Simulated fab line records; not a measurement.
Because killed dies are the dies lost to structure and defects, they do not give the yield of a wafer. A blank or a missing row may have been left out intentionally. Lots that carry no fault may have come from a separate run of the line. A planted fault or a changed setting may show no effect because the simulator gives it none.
A struck lot beside a sound one + flow n5Finfet + 37 out of 1938 route steps
Sound: the wafers L395.1, L395.2, L395.6. Struck: wafer L409.4 (L409.2, L409.3, from the same lot, were not struck and are left out); the cause is given at the end.
At each step with rows: each side's tool, then ch and its chambers, then its first start. Under that, the readings that differ: sound wafers + struck wafers + difference of the means + sigmas: that difference in standard deviations of wafers without a fault.
alike: readings with means less than 2 such deviations apart, plus words and numbers identical on both sides. not compared: withheld readings, readings lacking a value on some wafer, bounds such as >300 that could conceal the same value, and numbers that have no deviation in the record and whose values overlap.
A row with sigmas, a row that says differs or no value, or rows on one side alone: a step with any of these is where the two part. When numbers do not overlap yet have no deviation, they are printed without sigmas and do not part them. Lack of a reading on every wafer of one side parts them only where that side has two or more wafers.

first, 9 steps without rows for these wafers: N5_BEOL_M4_ANNEAL_95 (time 240 s); N5_BEOL_M4_SPUTTER_96 (material Cu, target thk 4.5 nm, time 8.29 s); N5_BEOL_M4_ECD_50 (material Cu, target thk 300 nm); N5_BEOL_M4_ANNEAL_51 (time 90 s); N5_BEOL_M4_CMP_52 (polishes, stops on SiOC, t overpolish 6.8 s, target thk 40 nm); N5_BEOL_M4_PRE_CLEAN_60 (time 15 s); N5_BEOL_M4_CO_CAP_55 (material Co, precursor CCTBA/H2, target thk 2 nm, time 102.1 s); N5_BEOL_M4_PRE_CLEAN_56 (time 15 s); N5_BEOL_M4_DEP_57 (deposits SiCN from 3MS/NH3, target thk 8 nm, time 14 s).
N5_BEOL_M4_RC_MEAS_101:
  sound on prober-02 ch 0, day 9 10:55; struck on prober-02 ch 0, day 14 02:47
  alike: DIBL_N, DIBL_P, IOFF_N, IOFF_P, ION_N, ION_P, SS_N, SS_P, VT_N, VT_P
N5_BEOL_M5_ILD_DEP_00: deposits SiCOH lowk from DEMS/porogen, target thk 140.64 nm, time 25.9 s.
  sound on pecvd-02 ch 1,2, day 9 11:53; struck on pecvd-02 ch 1, day 14 03:35
| reading                                           | sound             | struck | difference | sigmas |
|---------------------------------------------------|-------------------|--------|------------|--------|
| model.SiCOH_lowk_of_BEOL_M5_ILD_DEP_00.thkNm (nm) | 140.6 138.2 140.6 | 236.4  | +96.6      |        |
  alike: heaterPowerW, showerheadPlenumPTorr, throttleValvePct
then, 1 step without rows for these wafers: N5_BEOL_M5_CURE_79 (cures SiCOH lowk, time 240 s).
N5_BEOL_M5_THK_MEAS_01:
  sound on filmMetro-01, day 9 12:56; struck on filmMetro-01, day 14 04:10
| reading         | sound             | struck | difference | sigmas |
|-----------------|-------------------|--------|------------|--------|
| M5_ILD_THK (nm) | 121.0 119.0 121.0 | 204.5  | +84.2      | +65    |
then, 22 steps without rows for these wafers: N5_BEOL_M5_PECVD_70 (deposits SiO2 from TEOS/O2, target thk 16 nm, time 18 s); N5_BEOL_M5_HM_DEP_02 (deposits TiN, target thk 20 nm); N5_BEOL_M5_COAT_59 (time 60 s, resist thk 60 nm); N5_BEOL_M5_COAT_60 (time 60 s, resist thk 12 nm); N5_BEOL_M5_COAT_71 (time 60 s, resist thk 5 nm); N5_BEOL_M5_COAT_05 (resist thk 30 nm); N5_BEOL_M5_EBR_07; N5_BEOL_M5_SOFTBAKE_06 (time 60 s); N5_BEOL_M5_EXPOSE_08 (exposes mask M5, target cd 28 nm); N5_BEOL_M5_PEB_09 (peb time 60 s); N5_BEOL_M5_DEVELOP_10 (develop time 30 s); N5_BEOL_M5_DESCUM_16 (chemistry O2, time 7 s); N5_BEOL_M5_ETCH_72 (etches underlayer in N2/H2, target depth 6.5 nm, time 5.2 s); N5_BEOL_M5_ETCH_61 (etches SiARC in CF4, target depth 15.6 nm, time 26 s); N5_BEOL_M5_ETCH_62 (etches SOC in N2/H2, target depth 75 nm, overetch 15 nm, time 112.5 s); N5_BEOL_M5_STRIP_63 (strips in N2/H2); N5_BEOL_M5_STRIP_73 (strips in N2/H2); N5_BEOL_M5_STRIP_64 (strips in CF4); N5_BEOL_M5_HM_OPEN_17 (chemistry Cl2/BCl3, target TiN, target depth 20 nm, overetch 6 nm); N5_BEOL_M5_STRIP_19 (strips in O2); N5_BEOL_M5_COAT_65 (time 60 s, resist thk 60 nm); N5_BEOL_M5_COAT_66 (time 60 s, resist thk 12 nm).
N5_BEOL_M5_CMP_52: polishes, stops on SiCOH lowk, t overpolish 6.9 s, target thk 62 nm.
  sound on cmp-04 ch 0,3, day 10 00:32; struck on cmp-04 ch 1, day 14 15:25
| reading                                           | sound       | struck | difference | sigmas |
|---------------------------------------------------|-------------|--------|------------|--------|
| model.SiCOH_lowk_of_BEOL_M5_ILD_DEP_00.thkNm (nm) | 118 116 118 | 201.6  | +84.3      |        |
  alike: clearingPlatenDownForcePsi, motorCurrentA
-- here the record skips 4 days between the struck wafers' starts before and after, leaving off in module BEOL_M5 and picking up in module PASSIVATION (first step shown: number 1936 of the route) --
N5_PASSIVATION_PROBE_49:
  the record has rows for the struck wafers here (prober-02, day 18 14:11) and none for the sound ones

== WHERE THEY PART ==
First at N5_BEOL_M5_THK_MEAS_01; last, within this record, at N5_PASSIVATION_PROBE_49.

WHY: whatever the simulator had introduced
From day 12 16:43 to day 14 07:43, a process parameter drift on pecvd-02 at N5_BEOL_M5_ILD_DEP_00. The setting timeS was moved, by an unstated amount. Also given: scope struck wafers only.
